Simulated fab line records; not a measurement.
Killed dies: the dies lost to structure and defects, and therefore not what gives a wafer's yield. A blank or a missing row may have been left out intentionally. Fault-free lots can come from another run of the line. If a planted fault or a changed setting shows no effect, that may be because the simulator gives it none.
Which tool did it? || flow n5_finfet || 9 lots, 27 wafers sampled, at 5 steps of a route of 1938

WHAT THE GAUGES READ, wafer by wafer
N5_DUMMY_GATE_CD_MEAS_24: the cd target is 15 nm.
{"lot": "L235", "measured": "day 3 17:53", "on": "cd_sem-03", "cd_nm (nm)": "14.94 14.80 15.03"}
{"lot": "L240", "measured": "day 4 23:26", "on": "cd_sem-01", "cd_nm (nm)": "14.85 15.15 14.70"}
{"lot": "L241", "measured": "day 5 04:19", "on": "cd_sem-02", "cd_nm (nm)": "15.14 15.16 15.32"}
{"lot": "L244", "measured": "day 6 01:26", "on": "cd_sem-03", "cd_nm (nm)": "14.59 14.45 15.06"}
{"lot": "L245", "measured": "day 6 06:17", "on": "cd_sem-01", "cd_nm (nm)": "15.15 14.87 14.86"}
{"lot": "L246", "measured": "day 6 13:58", "on": "cd_sem-03", "cd_nm (nm)": "14.98 15.03 15.32"}
{"lot": "L251", "measured": "day 7 17:31", "on": "cd_sem-01", "cd_nm (nm)": "15.05 15.06 15.41"}
{"lot": "L253", "measured": "day 8 05:20", "on": "cd_sem-02", "cd_nm (nm)": "14.89 15.32 15.00"}
{"lot": "L254", "measured": "day 8 12:37", "on": "cd_sem-01", "cd_nm (nm)": "15.36 15.21 15.59"}

N5_SD_EPI_P_CD_MEAS_09: the cd target is 240 nm.
{"lot": "L235", "measured": "day 3 23:35", "on": "cd_sem-01", "cd_nm (nm)": "239.2 239.9 240.1"}
{"lot": "L240", "measured": "day 5 05:49", "on": "cd_sem-02", "cd_nm (nm)": "239.3 239.3 239.8"}
{"lot": "L241", "measured": "day 5 10:17", "on": "cd_sem-03", "cd_nm (nm)": "240.6 239.4 239.8"}
{"lot": "L244", "measured": "day 6 06:56", "on": "cd_sem-02", "cd_nm (nm)": "240.1 240.3 240.5"}
{"lot": "L245", "measured": "day 6 11:52", "on": "cd_sem-03", "cd_nm (nm)": "241.0 240.2 240.8"}
{"lot": "L246", "measured": "day 6 20:10", "on": "cd_sem-01", "cd_nm (nm)": "240.3 240.3 238.6"}
{"lot": "L251", "measured": "day 7 23:08", "on": "cd_sem-03", "cd_nm (nm)": "239.0 239.4 239.5"}
{"lot": "L253", "measured": "day 8 11:09", "on": "cd_sem-01", "cd_nm (nm)": "240.9 240.5 240.6"}
{"lot": "L254", "measured": "day 8 19:53", "on": "cd_sem-03", "cd_nm (nm)": "240.5 239.7 240.2"}

N5_BEOL_M4_RC_MEAS_101.
{"lot": "L235", "measured": "day 8 05:05", "on": "prober-02", "DIBL_N (mV/V)": "36.7 34.9 36.6", "DIBL_P (mV/V)": "35.9 34.3 36.5", "IOFF_N (nA/um)": "0.175 0.153 0.190", "IOFF_N_85C (nA/um)": "3.4 3.0 3.6", "IOFF_N_LIN (nA/um)": "0.080 0.072 0.086", "IOFF_P (nA/um)": "0.204 0.182 0.208", "ION_N (uA/um)": "683 679 689", "ION_P (uA/um)": "460 466 462", "REXT_N (ohm.um)": "75.9 75.7 75.6", "SS_N (mV/dec)": "71.6 71.4 71.7", "SS_P (mV/dec)": "73.8 73.2 74.1", "VT_N (mV)": "249.0 250.8 248.7", "VT_N_LVT (mV)": "95.2 95.3 92.7", "VT_P (mV)": "-251.3 -252.4 -253.0"}
{"lot": "L240", "measured": "day 9 14:26", "on": "prober-02", "DIBL_N (mV/V)": "36.2 36.6 36.2", "DIBL_P (mV/V)": "35.7 35.6 35.8", "IOFF_N (nA/um)": "0.148 0.154 0.151", "IOFF_N_85C (nA/um)": "2.9 3.0 3.0", "IOFF_N_LIN (nA/um)": "0.070 0.072 0.071", "IOFF_P (nA/um)": "0.186 0.178 0.182", "ION_N (uA/um)": "673 675 677", "ION_P (uA/um)": "457 456 467", "REXT_N (ohm.um)": "75.5 75.0 75.4", "SS_N (mV/dec)": "71.8 71.9 71.1", "SS_P (mV/dec)": "73.9 72.4 73.3", "VT_N (mV)": "250.7 248.6 250.7", "VT_N_LVT (mV)": "98.0 97.2 96.4", "VT_P (mV)": "-252.1 -251.9 -252.5"}
{"lot": "L241", "measured": "day 9 19:16", "on": "prober-02", "DIBL_N (mV/V)": "35.4 36.5 36.2", "DIBL_P (mV/V)": "35.4 36.8 35.5", "IOFF_N (nA/um)": "0.140 0.175 0.159", "IOFF_N_85C (nA/um)": "2.7 3.3 3.0", "IOFF_N_LIN (nA/um)": "0.064 0.079 0.069", "IOFF_P (nA/um)": "0.180 0.203 0.186", "ION_N (uA/um)": "663 685 661", "ION_P (uA/um)": "451 465 450", "REXT_N (ohm.um)": "72.9 72.3 73.7", "SS_N (mV/dec)": "70.8 72.0 71.9", "SS_P (mV/dec)": "73.5 73.5 73.4", "VT_N (mV)": "252.7 246.5 250.9", "VT_N_LVT (mV)": "100.8 95.8 98.8", "VT_P (mV)": "-250.7 -250.9 -254.0"}
{"lot": "L244", "measured": "day 10 21:08", "on": "prober-02", "DIBL_N (mV/V)": "45.7 46.5 45.8", "DIBL_P (mV/V)": "37.4 37.7 38.3", "IOFF_N (nA/um)": "0.381 0.411 0.388", "IOFF_N_85C (nA/um)": "6.3 6.7 6.5", "IOFF_N_LIN (nA/um)": "0.138 0.141 0.145", "IOFF_P (nA/um)": "0.206 0.208 0.222", "ION_N (uA/um)": "723 720 740", "ION_P (uA/um)": "460 455 462", "REXT_N (ohm.um)": "65.2 65.6 65.4", "SS_N (mV/dec)": "73.5 74.7 73.9", "SS_P (mV/dec)": "73.0 73.4 72.6", "VT_N (mV)": "241.2 238.1 235.6", "VT_N_LVT (mV)": "88.2 88.4 86.4", "VT_P (mV)": "-251.2 -253.6 -251.6"}
{"lot": "L245", "measured": "day 11 07:20", "on": "prober-01", "DIBL_N (mV/V)": "43.4 44.3 44.9", "DIBL_P (mV/V)": "34.8 35.0 36.4", "IOFF_N (nA/um)": "0.326 0.378 0.396", "IOFF_N_85C (nA/um)": "5.6 6.3 6.6", "IOFF_N_LIN (nA/um)": "0.131 0.132 0.149", "IOFF_P (nA/um)": "0.197 0.201 0.220", "ION_N (uA/um)": "726 712 730", "ION_P (uA/um)": "465 454 459", "REXT_N (ohm.um)": "67.3 67.5 66.7", "SS_N (mV/dec)": "72.7 73.8 73.2", "SS_P (mV/dec)": "72.9 73.1 72.9", "VT_N (mV)": "237.8 242.3 235.5", "VT_N_LVT (mV)": "86.8 88.1 84.9", "VT_P (mV)": "-252.0 -248.4 -250.4"}
{"lot": "L246", "measured": "day 11 11:57", "on": "prober-01", "DIBL_N (mV/V)": "36.6 36.8 36.1", "DIBL_P (mV/V)": "36.7 36.7 34.8", "IOFF_N (nA/um)": "0.187 0.202 0.169", "IOFF_N_85C (nA/um)": "3.6 3.8 3.2", "IOFF_N_LIN (nA/um)": "0.088 0.093 0.080", "IOFF_P (nA/um)": "0.259 0.271 0.233", "ION_N (uA/um)": "685 687 682", "ION_P (uA/um)": "470 475 471", "REXT_N (ohm.um)": "74.6 73.8 73.7", "SS_N (mV/dec)": "71.7 71.7 71.1", "SS_P (mV/dec)": "73.0 72.9 72.7", "VT_N (mV)": "247.2 243.5 247.3", "VT_N_LVT (mV)": "94.5 92.8 96.6", "VT_P (mV)": "-244.2 -244.8 -248.5"}
{"lot": "L251", "measured": "day 12 17:07", "on": "prober-02", "DIBL_N (mV/V)": "37.5 35.4 35.9", "DIBL_P (mV/V)": "35.7 34.3 34.6", "IOFF_N (nA/um)": "0.148 0.120 0.132", "IOFF_N_85C (nA/um)": "2.9 2.4 2.7", "IOFF_N_LIN (nA/um)": "0.068 0.059 0.063", "IOFF_P (nA/um)": "0.179 0.157 0.162", "ION_N (uA/um)": "665 667 660", "ION_P (uA/um)": "448 455 455", "REXT_N (ohm.um)": "76.9 77.6 78.2", "SS_N (mV/dec)": "71.8 70.2 72.1", "SS_P (mV/dec)": "73.4 72.9 72.3", "VT_N (mV)": "251.7 252.6 252.5", "VT_N_LVT (mV)": "98.9 102.0 99.4", "VT_P (mV)": "-255.2 -255.0 -255.7"}
{"lot": "L253", "measured": "day 13 01:10", "on": "prober-01", "DIBL_N (mV/V)": "35.8 36.5 35.6", "DIBL_P (mV/V)": "34.6 34.8 34.3", "IOFF_N (nA/um)": "0.141 0.147 0.142", "IOFF_N_85C (nA/um)": "2.8 3.0 2.8", "IOFF_N_LIN (nA/um)": "0.068 0.071 0.069", "IOFF_P (nA/um)": "0.206 0.210 0.208", "ION_N (uA/um)": "679 665 681", "ION_P (uA/um)": "470 463 472", "REXT_N (ohm.um)": "76.1 76.3 74.4", "SS_N (mV/dec)": "71.0 71.5 71.0", "SS_P (mV/dec)": "73.2 72.5 72.6", "VT_N (mV)": "250.3 248.9 250.8", "VT_N_LVT (mV)": "101.3 100.1 100.2", "VT_P (mV)": "-247.9 -246.2 -247.9"}
{"lot": "L254", "measured": "day 13 13:49", "on": "prober-02", "DIBL_N (mV/V)": "37.8 35.6 33.4", "DIBL_P (mV/V)": "38.4 35.6 32.3", "IOFF_N (nA/um)": "0.180 0.145 0.106", "IOFF_N_85C (nA/um)": "3.4 2.8 2.2", "IOFF_N_LIN (nA/um)": "0.082 0.067 0.053", "IOFF_P (nA/um)": "0.230 0.187 0.148", "ION_N (uA/um)": "674 664 663", "ION_P (uA/um)": "462 457 455", "REXT_N (ohm.um)": "78.1 77.3 77.8", "SS_N (mV/dec)": "71.7 72.1 70.7", "SS_P (mV/dec)": "74.2 72.9 72.3", "VT_N (mV)": "248.4 251.5 255.4", "VT_N_LVT (mV)": "100.1 103.0 107.0", "VT_P (mV)": "-251.4 -251.2 -255.0"}

EACH LOT AND THE TOOL THAT RAN IT (in order: tool; ch and the chambers of the sampled wafers; start)
{"lot": "L235", "N5_SD_EPI_N_ETCH_34": "rie_diel-06 ch 0,3, day 3 19:23", "N5_SD_EPI_N_VAPOR_ETCH_50": "epi_rpcvd-02 ch 0, day 3 20:52"}
{"lot": "L240", "N5_SD_EPI_N_ETCH_34": "rie_diel-06 ch 0,1,3, day 5 01:29", "N5_SD_EPI_N_VAPOR_ETCH_50": "epi_rpcvd-02 ch 0, day 5 02:57"}
{"lot": "L241", "N5_SD_EPI_N_ETCH_34": "rie_diel-06 ch 0,1,3, day 5 05:37", "N5_SD_EPI_N_VAPOR_ETCH_50": "epi_rpcvd-02 ch 0, day 5 07:05"}
{"lot": "L244", "N5_SD_EPI_N_ETCH_34": "rie_diel-04 ch 0,2, day 6 02:44", "N5_SD_EPI_N_VAPOR_ETCH_50": "epi_rpcvd-02 ch 0, day 6 04:13"}
{"lot": "L245", "N5_SD_EPI_N_ETCH_34": "rie_diel-06 ch 0,1,3, day 6 07:34", "N5_SD_EPI_N_VAPOR_ETCH_50": "epi_rpcvd-02 ch 0, day 6 09:03"}
{"lot": "L246", "N5_SD_EPI_N_ETCH_34": "rie_diel-02 ch 1,3, day 6 15:31", "N5_SD_EPI_N_VAPOR_ETCH_50": "epi_rpcvd-01 ch 0, day 6 17:14"}
{"lot": "L251", "N5_SD_EPI_N_ETCH_34": "rie_diel-02 ch 2,3, day 7 18:48", "N5_SD_EPI_N_VAPOR_ETCH_50": "epi_rpcvd-01 ch 0, day 7 20:17"}
{"lot": "L253", "N5_SD_EPI_N_ETCH_34": "rie_diel-04 ch 0,1,2, day 8 06:50", "N5_SD_EPI_N_VAPOR_ETCH_50": "epi_rpcvd-03 ch 0, day 8 08:18"}
{"lot": "L254", "N5_SD_EPI_N_ETCH_34": "rie_diel-06 ch 0,2, day 8 15:15", "N5_SD_EPI_N_VAPOR_ETCH_50": "epi_rpcvd-01 ch 0, day 8 16:44"}
- N5_SD_EPI_N_ETCH_34: etches SiARC in CF4, target depth 45.5 nm, time 75.8 s.
- N5_SD_EPI_N_VAPOR_ETCH_50: etches Si in HCl, time 54 s.

WHAT THE TOOLS THEMSELVES READ (means of the sampled wafers that have a number; where no wafer has one, the mark that the record gives instead)
N5_SD_EPI_N_ETCH_34.
{"lot": "L235", "tool": "rie_diel-06", "drypump_motor_current_A (A)": 6.2, "etch_rf_on_time_s (s)": 75.0, "oes_product_au (a.u.)": 0.71, "rf_vpp_V (V)": 183.6, "showerhead_plenum_p_Torr (Torr)": 2.11, "throttle_valve_pct (%)": 15.39}
{"lot": "L240", "tool": "rie_diel-06", "drypump_motor_current_A (A)": 5.8, "etch_rf_on_time_s (s)": 75.5, "oes_product_au (a.u.)": 0.69, "rf_vpp_V (V)": 184.2, "showerhead_plenum_p_Torr (Torr)": 2.16, "throttle_valve_pct (%)": 15.57}
{"lot": "L241", "tool": "rie_diel-06", "drypump_motor_current_A (A)": 5.8, "etch_rf_on_time_s (s)": 76.1, "oes_product_au (a.u.)": 0.69, "rf_vpp_V (V)": 183.8, "showerhead_plenum_p_Torr (Torr)": 2.16, "throttle_valve_pct (%)": 15.57}
{"lot": "L244", "tool": "rie_diel-04", "drypump_motor_current_A (A)": 6.3, "etch_rf_on_time_s (s)": 76.6, "oes_product_au (a.u.)": 0.64, "rf_vpp_V (V)": 183.3, "showerhead_plenum_p_Torr (Torr)": 2.11, "throttle_valve_pct (%)": 15.71}
{"lot": "L245", "tool": "rie_diel-06", "drypump_motor_current_A (A)": 5.8, "etch_rf_on_time_s (s)": 75.1, "oes_product_au (a.u.)": 0.68, "rf_vpp_V (V)": 184.9, "showerhead_plenum_p_Torr (Torr)": 2.16, "throttle_valve_pct (%)": 15.60}
{"lot": "L246", "tool": "rie_diel-02", "drypump_motor_current_A (A)": 5.4, "etch_rf_on_time_s (s)": 77.6, "oes_product_au (a.u.)": 0.59, "rf_vpp_V (V)": 184.8, "showerhead_plenum_p_Torr (Torr)": 2.18, "throttle_valve_pct (%)": 15.92}
{"lot": "L251", "tool": "rie_diel-02", "drypump_motor_current_A (A)": 6.0, "etch_rf_on_time_s (s)": 75.5, "oes_product_au (a.u.)": 0.67, "rf_vpp_V (V)": 184.2, "showerhead_plenum_p_Torr (Torr)": 2.14, "throttle_valve_pct (%)": 15.83}
{"lot": "L253", "tool": "rie_diel-04", "drypump_motor_current_A (A)": 6.1, "etch_rf_on_time_s (s)": 75.0, "oes_product_au (a.u.)": 0.71, "rf_vpp_V (V)": 184.4, "showerhead_plenum_p_Torr (Torr)": 2.10, "throttle_valve_pct (%)": 15.62}
{"lot": "L254", "tool": "rie_diel-06", "drypump_motor_current_A (A)": 6.5, "etch_rf_on_time_s (s)": 76.9, "oes_product_au (a.u.)": 0.65, "rf_vpp_V (V)": 184.2, "showerhead_plenum_p_Torr (Torr)": 2.07, "throttle_valve_pct (%)": 15.41}

N5_SD_EPI_N_VAPOR_ETCH_50.
{"lot": "L235", "tool": "epi_rpcvd-02", "susceptor_temp_C (C)": 774.7, "throttle_valve_pct (%)": 11.6}
{"lot": "L240", "tool": "epi_rpcvd-02", "susceptor_temp_C (C)": 774.5, "throttle_valve_pct (%)": 11.5}
{"lot": "L241", "tool": "epi_rpcvd-02", "susceptor_temp_C (C)": 775.0, "throttle_valve_pct (%)": 11.5}
{"lot": "L244", "tool": "epi_rpcvd-02", "susceptor_temp_C (C)": 788.3, "throttle_valve_pct (%)": 11.5}
{"lot": "L245", "tool": "epi_rpcvd-02", "susceptor_temp_C (C)": 788.0, "throttle_valve_pct (%)": 11.5}
{"lot": "L246", "tool": "epi_rpcvd-01", "susceptor_temp_C (C)": 775.3, "throttle_valve_pct (%)": 11.5}
{"lot": "L251", "tool": "epi_rpcvd-01", "susceptor_temp_C (C)": 775.1, "throttle_valve_pct (%)": 11.5}
{"lot": "L253", "tool": "epi_rpcvd-03", "susceptor_temp_C (C)": 775.0, "throttle_valve_pct (%)": 12.3}
{"lot": "L254", "tool": "epi_rpcvd-01", "susceptor_temp_C (C)": 775.2, "throttle_valve_pct (%)": 11.5}

THE ANSWER, worked out from the rows above alone
Rule: usual is defined by the lots themselves. Put in order of their means at a reading, lots are off if they are a third of the lots or fewer, leave a main group of 4 or more, and stand apart from it by a gap of 3 or more times the standard deviation of the main group's means; of several such gaps the widest counts. A main group whose means are all the same, to the digits that the tables above print for the reading, isn't used. A lot without any number at a reading at which 4 lots or more have one is off too. The other lots that the step has rows for count as sound. After the gauges, taken in route order, come the tools' own readings; for these a lot's mean is taken, as printed above. At the first step where some lot is off, the reading lying furthest off is the one used; lots without a number count as furthest.
Off: at N5_BEOL_M4_RC_MEAS_101 (DIBL_N), L244, L245. The main group: mean 36.1 mV/V, standard deviation 0.27.
A tool fits if, at a process step before that reading, it ran every lot that is off, and no sound lot after the first of them. The gauges at N5_BEOL_M4_RC_MEAS_101 aren't tried: what is off there is off at N5_SD_EPI_N_VAPOR_ETCH_50 too, on other tools, and a gauge's error can't cause that. One candidate fits, namely epi_rpcvd-02 at N5_SD_EPI_N_VAPOR_ETCH_50. Its last sound lot is L241 (day 5 07:05), its first lot that is off L244 (day 6 04:13): a fault that began between those two fits.
On the lots that are off, the tool's own readings at N5_SD_EPI_N_VAPOR_ETCH_50 differ by more than 5 times the standard deviation of the sound lots' means, which bears it out; susceptor_temp_C reads 788.1 C there versus 775.0 C on the sound lots.

WHAT WAS PUT IN BY THE SIMULATOR
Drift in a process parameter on epi_rpcvd-02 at N5_SD_EPI_N_VAPOR_ETCH_50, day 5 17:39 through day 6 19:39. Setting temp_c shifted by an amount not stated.
Struck lots among those shown: L244, L245. The rule given above showed the same thing.
